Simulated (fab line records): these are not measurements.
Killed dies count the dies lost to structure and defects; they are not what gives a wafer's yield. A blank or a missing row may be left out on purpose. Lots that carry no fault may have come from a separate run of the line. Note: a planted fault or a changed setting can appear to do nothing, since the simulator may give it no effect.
Split-lot study + flow n5_finfet + route with 1938 steps; 7 lots, 21 wafers read

## THE SPLIT
At N5_BEOL_M0_SAQP_ALD_48 (deposits SiO2, target thk 20 nm, pulse time 1 s, co reactant pulse time 1 s), the setting ald_cycles was moved away from the recipe's 139 on 5 of the 21 wafers read, by -13.7% to +13.7%. For the rest of the wafers, this setting stayed at what the recipe calls for.

The reading is taken at the split's own step.

## THE READING
SiO2_of_BEOL_M0_SAQP_ALD_48.thk_nm (the simulator's own value, which no gauge read), in nm, at N5_BEOL_M0_SAQP_ALD_48 (deposits SiO2, target thk 20 nm, pulse time 1 s, co reactant pulse time 1 s). No usual value for it is given in the file. The 16 wafers here that ran the recipe average 19.9 nm, standard deviation 0.12 nm.

| wafer  | tool, chamber at the split | ald_cycles as run | against the recipe | SiO2_of_BEOL_M0_SAQP_ALD_48.thk_nm, nm | against lot-mates on the recipe |
|--------|----------------------------|-------------------|--------------------|----------------------------------------|---------------------------------|
| L079.3 | ald_sin-02, 1,2            | 139               | recipe             | 20                                     | -                               |
| L079.6 | ald_sin-02, 1,2            | 139               | recipe             | 20                                     | -                               |
| L079.4 | ald_sin-02, 3              | 158               | +13.7%             | 22.6                                   | +2.6                            |
| L081.1 | ald_sin-04, 3              | 120               | -13.7%             | 17.2                                   | -2.7                            |
| L081.2 | ald_sin-04, 0              | 139               | recipe             | 20                                     | -                               |
| L081.4 | ald_sin-04, 1              | 139               | recipe             | 19.8                                   | -                               |
| L088.1 | ald_sin-04, 2              | 121               | -12.9%             | 17.4                                   | -2.6                            |
| L088.3 | ald_sin-04, 1,3            | 139               | recipe             | 20                                     | -                               |
| L088.4 | ald_sin-04, 1,3            | 139               | recipe             | 20                                     | -                               |
| L091.2 | ald_sin-04, 1,2,2          | 139               | recipe             | 19.8                                   | -                               |
| L091.3 | ald_sin-04, 1,2,2          | 139               | recipe             | 19.8                                   | -                               |
| L091.5 | ald_sin-04, 1,2,2          | 139               | recipe             | 19.8                                   | -                               |
| L094.3 | ald_sin-03, 3              | 139               | recipe             | 19.8                                   | -                               |
| L094.4 | ald_sin-03, 0              | 139               | recipe             | 20                                     | -                               |
| L094.6 | ald_sin-03, 0              | 139               | recipe             | 20                                     | -                               |
| L095.2 | ald_sin-04, 0,3            | 153               | +10.1%             | 22.2                                   | +2.0                            |
| L095.6 | ald_sin-04, 0,3            | 153               | +10.1%             | 22.2                                   | +2.0                            |
| L095.3 | ald_sin-04, 3              | 139               | recipe             | 20.2                                   | -                               |
| L096.3 | ald_sin-02, 0,1            | 139               | recipe             | 19.8                                   | -                               |
| L096.6 | ald_sin-02, 0,1            | 139               | recipe             | 19.8                                   | -                               |
| L096.4 | ald_sin-02, 1              | 139               | recipe             | 20                                     | -                               |
Rows listing several chambers each stand for several wafers; the file does not say which wafer went through which chamber.

THE FIT
A straight line over all 21 wafers: SiO2_of_BEOL_M0_SAQP_ALD_48.thk_nm changes by +0.204 nm for each +1% of ald_cycles; r = +0.99; the points scatter about the line by 0.13 nm.
The same after taking each lot's own level away (the mean of its wafers on the recipe; 21 wafers): +0.197 nm for each +1%; r = +1.00; scatter 0.067 nm.
Per that fit: largest ald_cycles move, reading shift of 2.7 nm.
Measured against the standard deviation above, the lots' own levels, which go from 19.80 to 20.20 nm, span 3.3 times it.
So the lot-to-lot level changes the slope little: the two slopes agree.
Check: for one of the wafers moved furthest among these (+13.7%), held out of the fit, the line's prediction against its lot-mates is +2.72 nm. It came out at +2.6 nm against them.

## THESE WAFERS: OTHER SPLITS
Note: prior to the reading, these wafers also went through further splits. Each is held against what the fit with the lots' levels taken away leaves over:
| other split on the same wafers           | wafers away from the commonest value | r with SiO2_of_BEOL_M0_SAQP_ALD_48.thk_nm (lot level and that fit taken away) |
|------------------------------------------|--------------------------------------|-------------------------------------------------------------------------------|
| N5_SD_EPI_P_EPI_21 epi_growth_time_s     | 5                                    | +0.06                                                                         |
| N5_SD_ACTIVATION_LSA_01 temp_c           | 8                                    | -0.26                                                                         |
| N5_HKMG_FIN_ETCH_31 bias_w               | 7                                    | +0.00                                                                         |
| N5_HKMG_FIN_ETCH_32 bias_w               | 8                                    | -0.05                                                                         |
| N5_MOL_CONTACT_COAG_ETCH_105 bias_w      | 5                                    | -0.01                                                                         |
| N5_MOL_CONTACT_COAG_COAT_63 spin_rpm     | 7                                    | +0.04                                                                         |
| N5_MOL_CONTACT_COAG_VIA_ETCH_117 bias_w  | 9                                    | +0.28                                                                         |
| N5_MOL_CONTACT_COAG_CVD_140 target_thk_a | 11                                   | -0.01                                                                         |

## THE FILE'S OWN FIT
SiO2_of_BEOL_M0_SAQP_ALD_48.thk_nm changes by +0.196 nm for each +1% of ald_cycles, r = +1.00.
